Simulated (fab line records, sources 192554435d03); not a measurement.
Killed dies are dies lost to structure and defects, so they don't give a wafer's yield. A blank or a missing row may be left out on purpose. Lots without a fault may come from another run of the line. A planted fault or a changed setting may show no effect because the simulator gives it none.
A struck lot beside a sound one | flow n5_finfet | 44 steps out of a route of 1938
Sound: wafers L374.1, L374.2, L374.6. Struck: wafers L384.1, L384.2, L384.6. The cause comes at the end.
At each step with rows: each side's tool, then ch and its chambers, then its first start. Under that, the readings that differ: sound wafers | struck wafers | difference of the means | sigmas: that difference in standard deviations of wafers without a fault.
alike: readings whose means differ by less than 2 such deviations, and words and numbers that are the same on both sides. not compared: withheld readings, readings that some wafer has no value for, bounds like >300 that may hide the same value, and numbers for which the record gives no deviation and whose values overlap.
The two part at a step that has a row with sigmas, a row that says differs or no value, or rows on one side only. Numbers that don't overlap but have no deviation are shown without sigmas and don't part them. A reading that every wafer of one side lacks parts them only if that side has two wafers or more.

first, 8 steps without rows for these wafers: N5_WELL_APT_HMDS_01 (time 60 s); N5_WELL_APT_COAT_02 (resist thk 950 nm); N5_WELL_APT_EBR_04; N5_WELL_APT_SOFTBAKE_03 (time 60 s); N5_WELL_APT_EXPOSE_05 (exposes mask NWELL, defocus 0 nm, target cd 200 nm); N5_WELL_APT_PEB_06 (peb time 90 s); N5_WELL_APT_DEVELOP_07 (develop time 45 s); N5_WELL_APT_HARDBAKE_12 (time 120 s).
N5_WELL_APT_CD_MEAS_08: target cd 200 nm.
  sound on cd_sem-03 ch 0, day 3 19:43; struck on cd_sem-01 ch 0, day 6 07:44
  alike: cd_nm
N5_WELL_APT_OVL_MEAS_09:
  sound on overlay-02 ch 0, day 3 19:44; struck on overlay-01 ch 0, day 6 07:46
  alike: NWELL_OVL
N5_WELL_APT_INSPECT_10: inspects for defects (macro).
  sound on defect_inspect-01, day 3 19:46; struck on defect_inspect-01, day 6 07:47
  alike: raw_defect_count
N5_WELL_APT_DESCUM_13: chemistry O2, time 7.9 s.
  sound on rie_diel-04 ch 0,2,3, day 3 19:48; struck on rie_diel-01 ch 1,3, day 6 07:49
  alike: drypump_motor_current_A, oes_product_au, rf_vpp_V, showerhead_plenum_p_Torr, throttle_valve_pct
  not compared: rf_hours_counter_h
N5_WELL_APT_IMPLANT_14:
  sound on implanter-02 ch 0, day 3 19:54; struck on implanter-02 ch 0, day 6 07:55
  reading            | sound                            | struck                       | difference | sigmas
  dose_ions_cm2      | 1.4994e+13 1.5008e+13 1.4997e+13 | 8.69e+12 8.695e+12 8.708e+12 | -6.30e+12  | -99 or more
  faraday_current_uA | 192 193 193                      | 109 111 109                  | -83        | -24
then, 10 steps without rows for these wafers: N5_WELL_APT_IMPLANT_15; N5_WELL_APT_STRIP_16 (strips in SPM, time 900 s); N5_WELL_APT_HMDS_18 (time 60 s); N5_WELL_APT_COAT_19 (resist thk 950 nm); N5_WELL_APT_EBR_21; N5_WELL_APT_SOFTBAKE_20 (time 60 s); N5_WELL_APT_EXPOSE_22 (exposes mask PWELL, defocus 0 nm, target cd 200 nm); N5_WELL_APT_PEB_23 (peb time 90 s); N5_WELL_APT_DEVELOP_24 (develop time 45 s); N5_WELL_APT_HARDBAKE_29 (time 120 s).
N5_WELL_APT_CD_MEAS_25: target cd 200 nm.
  sound on cd_sem-03 ch 0, day 3 20:58; struck on cd_sem-01 ch 0, day 6 08:59
  alike: cd_nm
N5_WELL_APT_OVL_MEAS_26:
  sound on overlay-01 ch 0, day 3 20:59; struck on overlay-01 ch 0, day 6 09:01
  alike: PWELL_OVL
N5_WELL_APT_INSPECT_27: inspects for defects (macro).
  sound on defect_inspect-02, day 3 21:01; struck on defect_inspect-01, day 6 09:02
  alike: raw_defect_count
N5_WELL_APT_DESCUM_30: chemistry O2, time 7.9 s.
  sound on rie_diel-05 ch 0,2, day 3 21:03; struck on rie_diel-01 ch 0,2,3, day 6 09:04
  alike: drypump_motor_current_A, oes_product_au, rf_vpp_V, showerhead_plenum_p_Torr, throttle_valve_pct
  not compared: rf_hours_counter_h
then, 3 steps without rows for these wafers: N5_WELL_APT_IMPLANT_31; N5_WELL_APT_IMPLANT_32; N5_WELL_APT_STRIP_33 (strips in SPM, time 900 s).
N5_WELL_APT_RTA_34: time 10 s.
  sound on rtp_anneal-02 ch 0, day 3 21:49; struck on rtp_anneal-02 ch 0, day 6 09:50
  alike: lamp_power_pct, lamp_zone_3_pct, wafer_temp_C_max
then, 4 steps without rows for these wafers: N5_WELL_APT_OXIDE_STRIP_42 (strips SiO2 in dHF, time 45 s, target depth 12 nm); N5_WELL_APT_PRECLEAN_36 (cleans in O3/DIW, time 45 s); N5_WELL_APT_PRECLEAN_39 (cleans in dHF, time 60 s); N5_WELL_APT_SRD_37 (time 30 s).
N5_WELL_APT_EPI_41: deposits Si from SiH4/H2, target thk 50 nm, time 297.7 s.
  sound on epi_rpcvd-03 ch 0, day 3 22:04; struck on epi_rpcvd-02 ch 0, day 6 10:04
  reading                | sound          | struck         | difference | sigmas
  throttle_valve_pct (%) | 10.3 10.1 10.2 | 11.2 11.2 11.1 | +1.0       | +2
N5_WELL_APT_INSPECT_38: inspects for defects (darkfield).
  sound on defect_inspect-02, day 3 22:55; struck on defect_inspect-02, day 6 10:42
  reading          | sound    | struck | difference | sigmas
  raw_defect_count | 18 18 16 | 10 7 4 | -10        | -2
N5_PMOS_HMC_CHANNEL_EPI_HM_DEP_34: deposits SiO2 from TEOS/O2, target thk 36 nm, time 6.9 s.
  sound on pecvd-04 ch 0,2, day 3 22:57; struck on pecvd-04 ch 0,1, day 6 10:44
  alike: heater_power_outer_w, heater_power_w, showerhead_plenum_p_Torr, showerhead_vpp_V, throttle_valve_pct
then, 4 steps without rows for these wafers: N5_PMOS_HMC_CHANNEL_EPI_COAT_31 (time 60 s, resist thk 66 nm); N5_PMOS_HMC_CHANNEL_EPI_COAT_03 (resist thk 205 nm); N5_PMOS_HMC_CHANNEL_EPI_EBR_05; N5_PMOS_HMC_CHANNEL_EPI_SOFTBAKE_04 (time 60 s).
-- the record jumps here: 8 days lie between the struck wafers' starts before and after (it left off in module PMOS_HMC_CHANNEL_EPI and takes up again in module BEOL_M4, whose first step shown is number 1111 of the route) --
N5_BEOL_M4_RC_MEAS_101:
  sound on prober-01 ch 0, day 13 12:00; struck on prober-01 ch 0, day 14 17:59
  reading           | sound             | struck            | difference | sigmas
  IOFF_N (nA/um)    | 0.209 0.190 0.214 | 0.147 0.156 0.166 | -0.048     | -2
  RS_NWELL (ohm/sq) | 1030 1032 1035    | 1411 1407 1392    | +371       | +60
  alike: DIBL_N, DIBL_P, IOFF_P, ION_N, ION_P, SS_N, SS_P, VT_N, VT_P
then, 1 step without rows for these wafers: N5_PASSIVATION_PROBE_49.

WHERE THEY PART
First at N5_WELL_APT_IMPLANT_14; last, within this record, at N5_BEOL_M4_RC_MEAS_101.

WHY: what the simulator had put in
Process parameter drift: implanter-02, from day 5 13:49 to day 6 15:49, at N5_WELL_APT_IMPLANT_14. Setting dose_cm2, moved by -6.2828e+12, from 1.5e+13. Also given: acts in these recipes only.
